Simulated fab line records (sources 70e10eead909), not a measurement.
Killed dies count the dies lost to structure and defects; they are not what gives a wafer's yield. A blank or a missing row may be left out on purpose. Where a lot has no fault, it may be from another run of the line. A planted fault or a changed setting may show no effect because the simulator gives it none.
fab line records | flow nandHarc | part 2 of 2: steps 5 to 6 of 6
record lots=24 wafers=72 lastDay=33
route steps=1302 shown A_STAIRCASE@830 A_SGD_CUT@907
lots that met no fault: from a run of the same line without faults
startH: the number of hours between the record's first day and the start of the first shown wafer of the lot | waitH: hours since the lot's step before | " identical to the entry in the row above | L1.1+2: several wafers, shown together as one row | - no value, or no start was given | * or withheld: withheld | < > ~ a bound
route shown NAME@n: names a module that has steps shown in the file, with the first one's number in the route | usual: mean/standard deviation taken from wafers without a fault | same: alike in all rows | chamber/n: place in a boat | sites: per-site readings | _std_site: their standard deviation | _edge_site: outer sites' mean less inner sites' | radiusMm: how far each site lies from the wafer's centre | mask NAME#n: copy n | behind: the most recent tool/chamber to have shaped the wafer | hold: why the lot went on hold/how many hours it stayed there/how the hold came to an end | device: transistor that didn't switch, given as n, p or np | end of line: tests run on the same wafers once the route is complete | a step with no rows: only its recipe | killed: dies lost to structure and defects at the first sort, not the wafer's yield | map: a wafer's dies, marking killed ones x, the rest . and places with no die _
set.NAME: setting as actually run; set.NAME@STEP: the setting as run at that earlier step | model.NAME: the simulator's own value behind a step, which no gauge read
one table for each step of the route and one row for each wafer, over a sample of lots
services: the hour from which a tool's chamber was out of use, counted from the record's first day as startH (under 0 if before that day), plus the number of hours and why
## steps
# step NHARC_A_SGD_CUT_ETCH_15
# recipe targetDepthA=750 timeS=64.3 ch3fFlowSccm=50 o2FlowSccm=30 arFlowSccm=200 rfW=500 biasW=100 chemistry=CH3F/O2
# usual ch3fFlowSccm=50.00/0.14 chamberPressureMTorr=25.002/0.024 drypumpMotorCurrentA=5.58/0.29 oesProductAu=0.963/0.021 rfVppV=263.4/1.5 showerheadPlenumPTorr=2.42/0.086 throttleValvePct=20.664/0.0088
# columns lot.wafer tool chamber startH waitH ch3fFlowSccm chamberPressureMTorr drypumpMotorCurrentA oesProductAu rfHoursCounterH rfVppV showerheadPlenumPTorr throttleValvePct
L074.2 rieDiel-03 2 - - 50.09 24.996 5.70 0.921 7 262.9 2.39 20.675
L074.3 " 0 " " 49.52 25.023 5.33 0.935 5 264.9 2.62 20.659
L074.6 " 2 " " 49.98 25.025 5.70 0.910 - 263.3 2.39 20.655
L075.2 rieDiel-08 1 - - 49.99 24.991 5.42 0.974 4 261.6 2.32 20.677
L075.5 " 3 " " 49.88 25.015 6.14 0.963 - 264.0 2.39 20.671
L075.6 " 0 " " 49.87 25.004 5.35 0.980 - 262.3 2.38 20.668
L077.3 rieDiel-08 2 - - 50.31 24.984 5.72 0.965 5 264.3 2.47 20.657
L077.1 " 3 " " 49.96 25.043 6.17 0.948 5 262.2 2.39 20.654
L077.4 " 0 " " 49.70 24.999 5.35 0.990 5 263.5 2.38 20.657
L076.3 rieDiel-08 0 - - 49.88 25.025 5.33 0.966 5 263.6 2.38 20.671
L076.1 " 1 " " 49.93 25.019 5.42 0.943 5 261.2 2.32 20.661
L076.4 " 2 " " 50.06 24.964 5.68 0.950 5 263.8 2.47 20.652
L078.2 rieDiel-02 3 - - 49.90 25.015 5.37 0.988 6 264.1 2.50 20.663
L078.3 " 2 " " 49.97 25.015 5.96 0.965 7 263.1 2.35 20.663
L078.6 " 0 " " 50.02 25.024 5.10 0.986 - 262.0 2.30 20.665
L079.3 rieDiel-08 2 - - 49.98 24.975 5.72 0.973 7 264.5 2.47 20.651
L079.2 " 0 " " 50.01 25.018 5.32 0.982 7 262.9 2.38 20.660
L079.6 " 2 " " 49.93 25.017 5.70 0.975 - 263.0 2.47 20.668
L081.2 rieDiel-03 0 - - 49.97 24.993 5.35 0.953 2 266.6 2.62 20.666
L081.1 " 2 " " 49.78 24.984 5.71 0.942 2 262.1 2.39 20.678
L081.6 " 3 " " 50.08 24.994 5.40 0.933 - 264.0 2.38 20.678
L080.4 rieDiel-02 3 - - 49.83 24.983 5.36 0.968 9 264.9 2.50 20.657
L080.6 " 0 " " 50.11 24.971 5.08 0.965 - 260.9 2.30 20.651
L080.5 " 1 " " 49.94 24.970 5.53 0.995 - 264.8 2.55 20.661
L082.1 rieDiel-02 3 - - 50.10 24.947 5.39 0.971 10 262.7 2.50 20.665
L082.4 " 0 " " 49.95 25.051 5.11 0.996 8 260.4 2.30 20.666
L082.6 " 0 " " 50.05 24.983 5.10 0.991 - 261.2 2.30 20.683
L084.1 rieDiel-08 1 - - 50.20 24.975 5.42 0.975 10 262.0 2.32 20.654
L084.2 " 2 " " 50.05 25.025 5.70 0.956 10 264.6 2.47 20.657
L084.6 " 0 " " 50.27 24.997 5.33 0.993 - 262.4 2.38 20.665
L083.1 rieDiel-03 0 - - 50.05 25.016 5.37 0.951 3 266.9 2.62 20.660
L083.6 " 3 " " 49.86 25.020 5.35 0.940 - 261.3 2.38 20.672
L083.4 " 0 " " 49.98 24.985 5.37 0.949 - 266.8 2.62 20.651
L085.1 rieDiel-02 2 - - 49.97 25.023 5.90 0.969 14 262.6 2.35 20.671
L085.2 " 0 " " 49.97 24.988 5.06 0.983 12 261.9 2.30 20.674
L085.6 " 2 " " 50.02 25.035 5.88 0.974 - 261.5 2.35 20.664
L089.4 rieDiel-03 1 - - 50.13 25.010 5.72 0.975 4 264.3 2.44 20.657
L089.6 " 0 " " 50.23 25.023 5.35 0.958 - 265.2 2.62 20.679
L089.5 " 1 " " 50.08 24.989 5.70 0.969 - 263.8 2.44 20.664
L086.2 rieDiel-08 0 - - 49.93 24.973 5.34 0.939 1 264.1 2.38 20.667
L086.3 " 1 " " 50.21 25.012 5.40 0.908 1 262.4 2.32 20.665
L086.5 " 3 " " 50.06 25.015 6.16 0.929 - 261.2 2.38 20.664
L087.4 rieDiel-03 2 - - 49.84 25.057 5.70 0.967 7 262.1 2.39 20.658
L087.3 " 0 " " 49.97 25.009 5.37 0.968 5 266.6 2.62 20.654
L087.5 " 2 " " 49.68 25.009 5.70 0.958 - 262.9 2.39 20.654
L088.3 rieDiel-03 2 - - 50.15 24.993 5.70 0.917 7 260.7 2.38 20.656
L088.1 " 3 " " 50.13 25.003 5.37 0.924 7 262.5 2.38 20.671
L088.4 " 0 " " 50.15 25.026 5.36 0.914 6 266.7 2.62 20.669
L090.3 rieDiel-03 1 - - 50.08 25.000 5.74 0.975 5 261.8 2.44 20.661
L090.1 " 2 " " 49.94 24.992 5.68 0.954 8 262.7 2.38 20.649
L090.6 " 1 " " 49.95 25.066 5.69 0.983 - 263.5 2.44 20.686
L091.1 rieDiel-02 2 - - 49.94 24.995 5.90 0.983 3 261.6 2.35 20.666
L091.4 " 0 " " 49.91 25.025 5.10 0.957 2 262.1 2.30 20.651
L091.5 " 2 " " 49.95 25.039 5.89 0.985 - 263.9 2.35 20.647
L092.4 rieDiel-08 1 - - 49.97 24.989 5.40 0.946 4 262.0 2.31 20.662
L092.3 " 0 " " 50.28 24.999 5.37 0.991 4 262.3 2.38 20.665
L092.6 " 2 " " 50.28 24.964 5.75 0.976 - 264.9 2.47 20.671
L093.2 rieDiel-03 2 - - 50.18 24.970 5.70 0.973 9 262.6 2.38 20.660
L093.4 " 3 " " 49.74 24.968 5.39 0.952 9 263.3 2.38 20.654
L093.5 " 2 " " 50.04 25.027 5.71 0.976 - 263.0 2.38 20.652
L095.3 rieDiel-08 1 - - 49.93 24.956 5.41 0.951 5 263.1 2.31 20.675
L095.2 " 2 " " 49.83 24.997 5.74 0.965 5 263.5 2.47 20.665
L095.4 " 3 " " 49.82 25.021 6.16 0.961 - 263.8 2.38 20.664
L094.4 rieDiel-02 3 638.51 - 50.08 24.973 5.37 0.976 4 262.5 2.49 20.652
L094.6 " 2 " " 49.93 25.034 5.94 1.001 - 261.7 2.35 20.646
L094.5 " 3 " " 49.91 25.012 5.35 0.979 - 265.7 2.49 20.670
L096.4 rieDiel-03 3 - - 50.16 24.989 5.35 0.970 0 263.0 2.38 20.653
L096.6 " 2 " " 50.03 24.992 5.68 0.959 - 262.1 2.38 20.665
L096.5 " 3 " " 49.85 24.964 5.36 0.979 - 263.4 2.38 20.664
L097.4 rieDiel-08 2 - - 50.08 25.001 5.72 0.952 7 264.8 2.47 20.649
L097.3 " 3 " " 49.93 25.037 6.16 0.956 8 261.7 2.38 20.661
L097.5 " 2 " " 50.13 24.984 5.77 0.958 - 263.2 2.47 20.656
# step NHARC_A_SGD_CUT_THK_MEAS_22
# recipe thkMeasGauge=ellipsometry
# usual thkNm=148.5/1.3
# columns lot.wafer tool chamber startH waitH thkNm
L074.2 filmMetro-01 - 448.09 0.2 148.0
L074.3 " - " " 149.7
L074.6 " - " " 150.9
L075.2 filmMetro-01 - 454.36 0.2 149.7
L075.5 " - " " 147.3
L075.6 " - " " 146.6
L077.1 filmMetro-01 - 471.96 0.2 149.3
L077.3 " - " " 148.8
L077.4 " - " " 149.8
L076.1 filmMetro-01 - 478.08 0.2 147.5
L076.3 " - " " 148.6
L076.4 " - " " 148.0
L078.2 filmMetro-02 - 478.08 0.2 146.8
L078.3 " - " " 147.3
L078.6 " - " " 149.3
L079.2 filmMetro-02 - 491.26 0.2 148.7
L079.3 " - " " 148.5
L079.6 " - " " 147.3
L080.4 filmMetro-01 - 502.86 0.2 149.6
L080.5 " - " " 148.1
L080.6 " - " " 148.8
L081.1 filmMetro-02 - 502.87 0.2 147.7
L081.2 " - " " 148.2
L081.6 " - " " 149.7
L082.1 filmMetro-01 - 526.07 0.2 148.0
L082.4 " - " " 147.6
L082.6 " - " " 146.4
L084.1 filmMetro-01 - 550.39 0.2 146.7
L084.2 " - " " 149.3
L084.6 " - " " 150.2
L083.1 filmMetro-01 - 550.39 0.2 148.1
L083.4 " - " " 148.4
L083.6 " - " " 146.3
L085.1 filmMetro-01 - 563.09 0.2 144.9
L085.2 " - " " 148.8
L085.6 " - " " 150.7
L086.2 filmMetro-01 - 583.55 0.2 150.7
L086.3 " - " " 150.0
L086.5 " - " " 149.0
L089.4 filmMetro-02 - 583.55 0.2 147.4
L089.5 " - " " 149.4
L089.6 " - " " 148.4
L087.3 filmMetro-02 - 587.47 0.2 148.5
L087.4 " - " " 147.4
L087.5 " - " " 145.3
L088.1 filmMetro-01 - 596.31 0.2 150.2
L088.3 " - " " 145.6
L088.4 " - " " 149.6
L090.1 filmMetro-01 - 606.86 0.2 146.8
L090.3 " - " " 148.8
L090.6 " - " " 147.3
L091.1 filmMetro-01 - 632.70 0.2 148.1
L091.4 " - " " 147.7
L091.5 " - " " 148.5
L092.3 filmMetro-02 - 632.70 0.2 148.1
L092.4 " - " " 149.6
L092.6 " - " " 146.2
L093.2 filmMetro-01 - 640.34 0.2 149.9
L093.4 " - " " 147.1
L093.5 " - " " 149.6
L095.2 filmMetro-02 - 640.35 0.2 147.5
L095.3 " - " " 149.2
L095.4 " - " " 148.6
L094.4 filmMetro-01 - 645.06 0.2 147.0
L094.5 " - " " 148.4
L094.6 " - " " 148.6
L096.4 filmMetro-02 - 659.64 0.2 149.7
L096.5 " - " " 147.8
L096.6 " - " " 146.8
L097.3 filmMetro-01 - 674.19 0.2 146.9
L097.4 " - " " 150.7
L097.5 " - " " 151.2
## services
# columns tool chamber startH hours kind
plasmaAsher-02 - 364.48 11.0 repair
cmp-04 - 369.61 1.1 repair
rieDiel-13 2 377.69 21.4 repair
cmp-04 - 396.61 2.6 repair
cmp-04 - 411.27 4.0 pm
plasmaAsher-02 - 426.18 9.0 pm
rieDiel-12 0 438.34 3.9 repair
rieDiel-12 - 445.51 9.0 pm
rieDiel-04 2 466.57 3.3 repair
rieDiel-04 - 472.03 0.6 repair
rieDiel-13 0 483.34 1.6 repair
rieDiel-04 2 503.56 10.2 repair
rieDiel-12 3 503.65 6.6 repair
plasmaAsher-01 - 519.18 9.0 pm
rieDiel-13 - 520.07 9.0 pm
rieDiel-04 - 533.30 9.0 pm
plasmaAsher-02 - 583.36 16.3 repair
rieDiel-13 0 599.91 4.3 repair
plasmaAsher-02 - 603.18 9.0 pm
rieDiel-12 1 607.56 12.0 repair
rieDiel-12 0 622.06 2.6 repair
rieDiel-12 - 622.57 9.0 pm
plasmaAsher-01 - 635.41 1.4 repair
rieDiel-12 1 667.56 1.3 repair
